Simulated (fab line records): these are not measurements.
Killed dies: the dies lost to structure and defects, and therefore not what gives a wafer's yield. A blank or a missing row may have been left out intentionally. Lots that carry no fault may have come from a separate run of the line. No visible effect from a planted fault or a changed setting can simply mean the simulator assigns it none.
Split-lot study -- flow n5_finfet -- on a route of 1938 steps: 7 lots, 39 wafers read

THE SPLIT ITSELF
At N5_SD_EPI_N_EPI_21 (deposits Si:P, time 690 s), the setting epi_growth_time_s was moved away from the recipe's 690 s on 15 of the 39 wafers read, by -41.6% to +29.8%. This setting was run at the recipe's value on the other wafers.

FROM THE SPLIT TO THE READING: what the file shows between them, 4 steps
- N5_SD_EPI_N_EPI_MEAS_23
- N5_SD_EPI_N_PRECLEAN_24: cleans in O3/DIW, time 60 s
- N5_SD_EPI_N_SRD_25: time 30 s
- N5_SD_EPI_P_EPI_21: deposits SiGe:B, time 355 s

THE READING
Si-P_of_SD_EPI_N_EPI_21.thk_nm (the simulator's own value, which no gauge read), in nm, at N5_SD_EPI_P_HM_STRIP_48 (strips SiNx in H3PO4, material SiNx, target depth 3 nm). There is no usual value for it anywhere in the file. Across the 24 wafers here that went through the recipe, the average is 58.5 nm and the standard deviation 0.74 nm.

wafer,"tool, chamber at the split","epi_growth_time_s as run, s",against the recipe,"Si-P_of_SD_EPI_N_EPI_21.thk_nm, nm",against lot-mates on the recipe
L077.1,"epi_rpcvd-01, 0",690,recipe,58,-
L077.3,"epi_rpcvd-01, 0",690,recipe,58,-
L077.5,"epi_rpcvd-01, 0",690,recipe,58,-
L077.2,"epi_rpcvd-01, 0",690,recipe,57.8,-
L077.4,"epi_rpcvd-01, 0",690,recipe,57.8,-
L077.6,"epi_rpcvd-01, 0",690,recipe,57.8,-
L079.1,"epi_rpcvd-04, 0",690,recipe,58.2,-
L079.2,"epi_rpcvd-04, 0",690,recipe,58.8,-
L079.3,"epi_rpcvd-04, 0",403,-41.6%,36.8,-21.5
L079.4,"epi_rpcvd-04, 0",690,recipe,57.8,-
L079.5,"epi_rpcvd-04, 0",403,-41.6%,37,-21.3
L079.6,"epi_rpcvd-04, 0",403,-41.6%,36.6,-21.7
L083.1,"epi_rpcvd-03, 0",690,recipe,58.2,-
L083.2,"epi_rpcvd-03, 0",690,recipe,59.4,-
L083.5,"epi_rpcvd-03, 0",690,recipe,58.8,-
L084.1,"epi_rpcvd-03, 0",690,recipe,59.2,-
L084.2,"epi_rpcvd-03, 0",690,recipe,58.6,-
L084.3,"epi_rpcvd-03, 0",895.9,+29.8%,71.2,+12.3
L084.4,"epi_rpcvd-03, 0",895.9,+29.8%,70.4,+11.5
L084.5,"epi_rpcvd-03, 0",895.9,+29.8%,70.6,+11.7
L084.6,"epi_rpcvd-03, 0",690,recipe,58.8,-
L086.1,"epi_rpcvd-04, 0",690,recipe,59.4,-
L086.3,"epi_rpcvd-04, 0",690,recipe,59.4,-
L086.2,"epi_rpcvd-04, 0",465,-32.6%,42.6,-16.3
L086.4,"epi_rpcvd-04, 0",465,-32.6%,42.4,-16.5
L086.5,"epi_rpcvd-04, 0",690,recipe,58,-
L086.6,"epi_rpcvd-04, 0",465,-32.6%,43,-15.9
L090.1,"epi_rpcvd-01, 0",690,recipe,59.4,-
L090.2,"epi_rpcvd-01, 0",514,-25.5%,48,-11.5
L090.3,"epi_rpcvd-01, 0",690,recipe,59.8,-
L090.4,"epi_rpcvd-01, 0",514,-25.5%,47,-12.5
L090.5,"epi_rpcvd-01, 0",690,recipe,59.2,-
L090.6,"epi_rpcvd-01, 0",514,-25.5%,47.8,-11.7
L091.1,"epi_rpcvd-04, 0",797,+15.5%,63.4,+5.9
L091.2,"epi_rpcvd-04, 0",690,recipe,56.8,-
L091.3,"epi_rpcvd-04, 0",690,recipe,57.6,-
L091.4,"epi_rpcvd-04, 0",797,+15.5%,64,+6.5
L091.5,"epi_rpcvd-04, 0",797,+15.5%,63.6,+6.1
L091.6,"epi_rpcvd-04, 0",690,recipe,58.2,-

THE FIT
A straight line over all 39 wafers: Si-P_of_SD_EPI_N_EPI_21.thk_nm changes by +0.463 nm for each +1% of epi_growth_time_s; r = +0.99; the points scatter about the line by 1.1 nm.
The same after taking each lot's own level away (the mean of its wafers on the recipe; 39 wafers): +0.47 nm for each +1%; r = +1.00; scatter 0.88 nm.
Per that fit: largest epi_growth_time_s move, reading shift of 20 nm.
Measured against the standard deviation above, the lots' own levels, which go from 57.53 to 59.47 nm, span 2.6 times it.
The two slopes agree, so the slope changes little with the lot-to-lot level.
Check: for one of the wafers moved furthest among these (-41.6%), held out of the fit, the line's prediction against its lot-mates is -19.8 nm. Against them it came out at -21.5 nm.

ADDITIONAL SPLITS CARRIED BY THESE WAFERS
Before the reading, these wafers also passed through other splits. Each is held against what the fit with the lots' levels taken away leaves over:
other split on the same wafers,wafers away from the commonest value,r with Si-P_of_SD_EPI_N_EPI_21.thk_nm (lot level and that fit taken away)
N5_FIN_SAQP_HM_DEP_03 target_thk_a,12,+0.30

THE WHOLE CHAIN: every reading that the file lists as answering this split, in the file's order
step,what it does,reading,change (the file's fit),r (the file's)
N5_SD_EPI_N_EPI_21,"deposits Si:P, time 690 s","Si-P_of_SD_EPI_N_EPI_21.thk_nm (the simulator's own value, which no gauge read)",+0.482 nm for each +1% of the setting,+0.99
N5_SD_EPI_N_EPI_MEAS_23,,thk_nm,withheld for each +1% of the setting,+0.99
N5_SD_EPI_P_HM_STRIP_48,"strips SiNx in H3PO4, material SiNx, target depth 3 nm","Si-P_of_SD_EPI_N_EPI_21.thk_nm (the simulator's own value, which no gauge read)",+0.475 nm for each +1% of the setting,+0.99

FILE'S OWN FIT
Si-P_of_SD_EPI_N_EPI_21.thk_nm changes by +0.475 nm for each +1% of epi_growth_time_s, r = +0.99.
